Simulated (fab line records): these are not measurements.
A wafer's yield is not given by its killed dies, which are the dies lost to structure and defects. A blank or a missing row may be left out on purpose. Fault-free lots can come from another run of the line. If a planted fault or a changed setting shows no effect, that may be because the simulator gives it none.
Which of the tools did it?	flow n5_finfet	28 wafers from 10 lots sampled at 3 of the route's 1938 steps

WHAT THE GAUGES READ, wafer by wafer
N5_BEOL_M4_RC_MEAS_101. Usual: DIBL_N 36.0 mV/V, standard deviation 1.7; DIBL_P 36.2 mV/V, standard deviation 2.3; IOFF_N 0.16 nA/um, standard deviation 0.03; IOFF_P 0.21 nA/um, standard deviation 0.036; ION_N 679 uA/um, standard deviation 11; ION_P 465 uA/um, standard deviation 7.1; SS_N 71.4 mV/dec, standard deviation 0.58; SS_P 73.3 mV/dec, standard deviation 0.75; VT_N 249 mV, standard deviation 3.1; VT_P -251 mV, standard deviation 3.5.
lot	measured	on	DIBL_N (mV/V)	DIBL_P (mV/V)	IOFF_N (nA/um)	IOFF_P (nA/um)	ION_N (uA/um)	ION_P (uA/um)	SS_N (mV/dec)	SS_P (mV/dec)	VT_N (mV)	VT_P (mV)	flag
L532	day 9 14:20	prober-02	36.7 35.8 35.3	36.3 34.3 34.4	0.16 0.14 0.14	0.21 0.17 0.18	684 684 674	467 462 462	70.8 71.0 70.6	73.6 73.2 72.6	249 252 251	-251 -254 -250	
L538	day 11 10:43	prober-01	33.8 33.5	34.2 33.8	0.14 0.14	0.20 0.19	687 684	469 473	71.0 70.9	72.1 73.0	248 249	-251 -251	
L537	day 11 11:17	prober-02	36.8 38.4 36.1	38.0 40.1 37.2	0.16 0.21 0.16	0.26 0.29 0.24	673 687 685	465 475 473	72.1 72.0 70.6	73.9 74.0 72.9	251 247 247	-247 -244 -249	
L540	day 11 16:52	prober-02	35.0 35.4 37.5	34.6 34.7 37.4	0.13 0.14 0.17	0.23 0.22 0.26	676 680 680	477 474 472	70.9 70.7 71.7	72.0 72.6 73.8	248 250 249	-246 -246 -244	
L542	day 11 19:26	prober-01	33.6 35.7 35.5	34.0 35.9 35.8	0.16 0.18 0.18	0.19 0.20 0.21	687 697 695	461 464 463	71.4 71.6 71.7	73.0 73.0 73.6	249 247 246	-254 -250 -250	
L545	day 12 16:13	prober-02	39.7 36.6 36.5	41.2 37.7 37.4	0.23 0.15 0.15	0.28 0.22 0.20	703 672 681	477 469 469	72.0 71.9 71.9	73.9 73.8 72.5	244 249 249	-247 -250 -250	
L547	day 13 18:41	prober-02	36.4 37.2 38.1	37.7 38.2 39.5	0.16 0.18 0.20	0.22 0.23 0.25	681 680 699	469 464 476	71.8 71.8 71.8	73.6 74.4 74.7	249 249 245	-251 -252 -249	
L548	day 14 01:46	prober-01	37.9 38.5 37.8	36.6 37.6 37.1	0.17 0.20 0.19	0.21 0.24 0.22	691 696 703	463 469 470	71.6 71.7 71.1	73.4 74.8 73.7	248 245 245	-250 -247 -249	
L550	day 14 04:23	prober-01	37.0 36.6 38.6	37.6 37.2 39.7	0.16 0.17 0.20	0.22 0.22 0.27	687 683 688	469 462 470	71.7 71.3 72.0	73.4 73.8 74.9	250 247 245	-251 -252 -249	
L549	day 14 09:19	prober-02	40.8 36.5	43.6 37.9	0.28 0.16	0.32 0.22	701 672	481 462	72.3 72.2	74.5 72.9	241 253	-247 -250	

N5_PASSIVATION_INSPECT_64: inspects for defects (macro). Usual: raw_defect_count 1.9, standard deviation 1.3.
lot	measured	on	raw_defect_count	flag
L532	day 13 22:53	defect_inspect-02	2 1 1	
L538	day 15 23:41	defect_inspect-01	2 1	
L537	day 16 02:45	defect_inspect-01	2 2 3	
L540	day 16 09:01	defect_inspect-02	2 2 2	
L542	day 16 03:23	defect_inspect-01	1 2 1	
L545	day 16 19:49	defect_inspect-01	2 1 4	
L547	day 17 17:55	defect_inspect-02	3 1 1	
L548	day 18 02:49	defect_inspect-01	1 1 3	
L550	day 18 03:19	defect_inspect-01	3 0 1	
L549	day 18 09:39	defect_inspect-01	1 3	

N5_PASSIVATION_INSPECT_67: inspects for defects (macro). Usual: raw_defect_count 1.8, standard deviation 1.4.
lot	measured	on	raw_defect_count	flag
L532	day 14 00:44	defect_inspect-01	3 3 0	
L538	day 16 01:33	defect_inspect-01	3 2	
L537	day 16 04:50	defect_inspect-02	2 0 2	
L540	day 16 10:53	defect_inspect-02	0 2 2	
L542	day 16 05:16	defect_inspect-01	2 0 4	
L545	day 16 21:41	defect_inspect-01	1 1 5	
L547	day 17 20:13	defect_inspect-01	0 2 1	
L548	day 18 04:33	defect_inspect-01	1 1 0	
L550	day 18 05:11	defect_inspect-01	1 4 3	
L549	day 18 11:25	defect_inspect-02	1 1	

WHAT TOOL EACH LOT RAN ON (gives the tool, then ch and the chambers of the sampled wafers, and finally the start)
The record shows no process step preceding these readings.

WHAT THE TOOLS THEMSELVES READ (means of the sampled wafers that have a number; where no wafer has one, the mark that the record gives instead)
The record holds no such reading with a usual standard deviation.

THE ANSWER, worked out from the rows above alone
Rule: a lot is off if the mean of its wafers that have a number lies more than 3 standard deviations from the usual mean. Also off: a lot with no number at a reading for which 4 or more lots have one. Any other lot the step has rows for is counted as sound. First the gauges in route order, then the tools' own readings, where a lot's mean is used as printed above. The first step at which some lot is off is used, and at that step the reading that is off furthest; a lot without a number counts as furthest.
None of the lots is off at any reading shown; this tells nothing.

WHAT HAD BEEN PUT IN BY THE SIMULATOR
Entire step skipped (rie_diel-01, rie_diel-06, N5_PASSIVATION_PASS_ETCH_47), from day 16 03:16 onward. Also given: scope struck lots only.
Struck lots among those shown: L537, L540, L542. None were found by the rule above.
